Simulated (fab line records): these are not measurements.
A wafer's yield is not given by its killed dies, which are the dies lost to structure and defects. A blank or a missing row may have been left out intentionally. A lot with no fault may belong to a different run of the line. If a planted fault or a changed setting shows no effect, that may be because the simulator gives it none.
Split-lot experiment -- flow n5 finfet -- 7 lots, 21 wafers read, on a route of 1938 steps

## THE SPLIT
At N5_BEOL_M4_COAT_05 (resist thk 30 nm), the setting spin rpm was moved away from the recipe's 1500 rpm on 11 of the 21 wafers read, by -10.8% to +7.4%. This setting was run at the recipe's value on the other wafers.

## FROM THE SPLIT TO THE READING: what the file shows between them, 4 steps
- N5_BEOL_M4_EBR_07
- N5_BEOL_M4_SOFTBAKE_06: time 60 s
- N5_BEOL_M4_EXPOSE_08: exposes mask M4
- N5_BEOL_M4_PEB_09: peb time 60 s

## THE READING
CAR-EUV_of_BEOL_M4_COAT_05.thk nm (the simulator's own value, which no gauge read), in nm, at N5_BEOL_M4_DEVELOP_10 (develop time 30 s). There is no usual value for it anywhere in the file. The 10 wafers here that ran the recipe average 29.5 nm, standard deviation 0.092 nm.

wafer,"tool, chamber at the split","spin rpm as run, rpm",against the recipe,"CAR-EUV_of_BEOL_M4_COAT_05.thk nm, nm",against lot-mates on the recipe
L081.2,"litho track-02, 0",1595,+6.3%,28.6,-0.8
L081.3,"litho track-02, 0",1595,+6.3%,28.6,-0.8
L081.6,"litho track-02, 0",1500,recipe,29.4,-
L082.2,"litho track-02, 0",1438,-4.1%,30.2,no lot-mate on the recipe
L082.3,"litho track-02, 0",1438,-4.1%,30.2,no lot-mate on the recipe
L082.5,"litho track-02, 0",1438,-4.1%,30.2,no lot-mate on the recipe
L088.1,"litho track-05, 0",1611,+7.4%,28.4,-1.2
L088.4,"litho track-05, 0",1500,recipe,29.6,-
L088.5,"litho track-05, 0",1500,recipe,29.6,-
L087.1,"litho track-02, 0",1364,-9.1%,31.2,+1.8
L087.3,"litho track-02, 0",1364,-9.1%,31.2,+1.8
L087.5,"litho track-02, 0",1500,recipe,29.4,-
L089.3,"litho track-02, 0",1338,-10.8%,31.4,+1.8
L089.4,"litho track-02, 0",1500,recipe,29.6,-
L089.5,"litho track-02, 0",1500,recipe,29.6,-
L092.2,"litho track-03, 0",1352,-9.9%,31,+1.6
L092.5,"litho track-03, 0",1352,-9.9%,31,+1.6
L092.6,"litho track-03, 0",1500,recipe,29.4,-
L096.3,"litho track-03, 0",1500,recipe,29.6,-
L096.4,"litho track-03, 0",1500,recipe,29.6,-
L096.5,"litho track-03, 0",1500,recipe,29.6,-

THE FIT
A straight line over all 21 wafers: CAR-EUV_of_BEOL_M4_COAT_05.thk nm changes by -0.161 nm for each +1% of spin rpm; r = -0.99; the points scatter about the line by 0.11 nm.
The same after taking each lot's own level away (the mean of its wafers on the recipe; 18 wafers): -0.165 nm for each +1%; r = -0.99; scatter 0.12 nm.
That fit puts the effect of the largest move of spin rpm on the reading at 1.8 nm.
Across the lots, their own levels run from 29.40 to 29.60 nm, a range of 2.2 times the standard deviation given above.
Hence the lot-to-lot level has little effect on the slope; both slopes agree.
Check: with one of the wafers moved furthest among these (-10.8%) left out of the fit, the line predicts +1.86 nm for it against its lot-mates. It came out at +1.8 nm against them.

## THE WHOLE CHAIN: every reading that the file lists as answering this split, in the file's order
step,what it does,reading,change (the file's fit),r (the file's)
N5_BEOL_M4_COAT_05,resist thk 30 nm,"CAR-EUV_of_BEOL_M4_COAT_05.thk nm (the simulator's own value, which no gauge read)",-0.156 nm for each +1% of the setting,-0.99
N5_BEOL_M4_DEVELOP_10,develop time 30 s,"CAR-EUV_of_BEOL_M4_COAT_05.thk nm (the simulator's own value, which no gauge read)",-0.167 nm for each +1% of the setting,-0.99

## THE FILE'S OWN FIT
CAR-EUV_of_BEOL_M4_COAT_05.thk nm changes by -0.167 nm for each +1% of spin rpm, r = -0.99.
